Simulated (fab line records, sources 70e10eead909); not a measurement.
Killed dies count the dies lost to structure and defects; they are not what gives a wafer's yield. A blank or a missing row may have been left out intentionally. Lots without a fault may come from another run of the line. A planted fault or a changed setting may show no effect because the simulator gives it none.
Matching of chambers	flow nand_harc	NHARC_A_CHANNEL_FILL_D2_ALD_25 on ald_hk-01 has 4 sister chambers
The step deposits SiOx, target thk 60 nm, pulse time 10 s, ald cycles 600. 22 wafers are shown with their chamber, then 11 later ones without.

== WAFERS WITH THEIR CHAMBER ==
wafer	chamber	heater_power_w (W)	precursor_pulse_height_rel
L075.1	2	508	1.013
L075.2	1	451	1.025
L075.5	1	437	0.985
L079.2	2	507	1.010
L079.5	3	486	0.997
L079.6	2	511	1.004
L081.1	3	489	1.005
L081.2	2	517	1.022
L081.4	0	510	0.989
L083.2	0	523	1.014
L083.5	2	522	0.995
L083.6	1	445	0.998
L084.1	0	506	0.992
L084.3	3	497	0.984
L084.5	1	454	0.978
L086.4	0	512	1.022
L086.5	3	498	1.054
L086.6	0	512	1.007
L085.1	0	507	1.016
L085.2	1	464	1.028
L085.6	1	455	1.014
L089.3	2	516	1.002

SIGNATURES, as means of the wafers listed above
reading	chamber 0	chamber 1	chamber 2	chamber 3	scatter within a chamber
heater_power_w	511.67	451.00	513.50	492.50	7.02
precursor_pulse_height_rel	1.00667	1.00467	1.00767	1.01000	0.0188
Rule: for a wafer and a chamber, the distance is found by dividing, reading by reading, the gap between the wafer's reading and the chamber's mean by the reading's scatter, squaring, summing and taking the root. If the next closest chamber is less than 2 further off than the closest, the wafer can't be placed; otherwise it belongs to the closest. The scatter is the square root of a quotient: the sum, over the shown wafers, of each reading's squared deviation from its chamber's mean, divided by wafers minus chambers.

== WAFERS WITHOUT THEIR CHAMBER ==
wafer	heater_power_w (W)	precursor_pulse_height_rel
L089.5	472	1.038
L089.6	511	0.998
L091.1	520	0.977
L091.3	516	0.985
L091.6	508	1.035
L094.1	427	0.984
L094.3	536	0.999
L094.4	546	1.029
L097.4	431	1.002
L097.2	503	1.018
L097.5	429	1.029

== CHAMBER TAKEN BY EACH ==
wafer	from the rows above	in truth
L089.5	can't be placed: 3 or 1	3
L089.6	can't be placed: 0 or 2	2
L091.1	can't be placed: 2 or 0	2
L091.3	can't be placed: 2 or 0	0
L091.6	can't be placed: 0 or 2 or 3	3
L094.1	1	1
L094.3	can't be placed: 2 or 0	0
L094.4	can't be placed: 2 or 0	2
L097.4	1	1
L097.2	can't be placed: 0 or 3 or 2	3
L097.5	1	1
3 of 11 placed correctly. Cannot be placed on the basis of these rows: 8; the candidates contain the true chamber in 8. 0 placed wrongly.
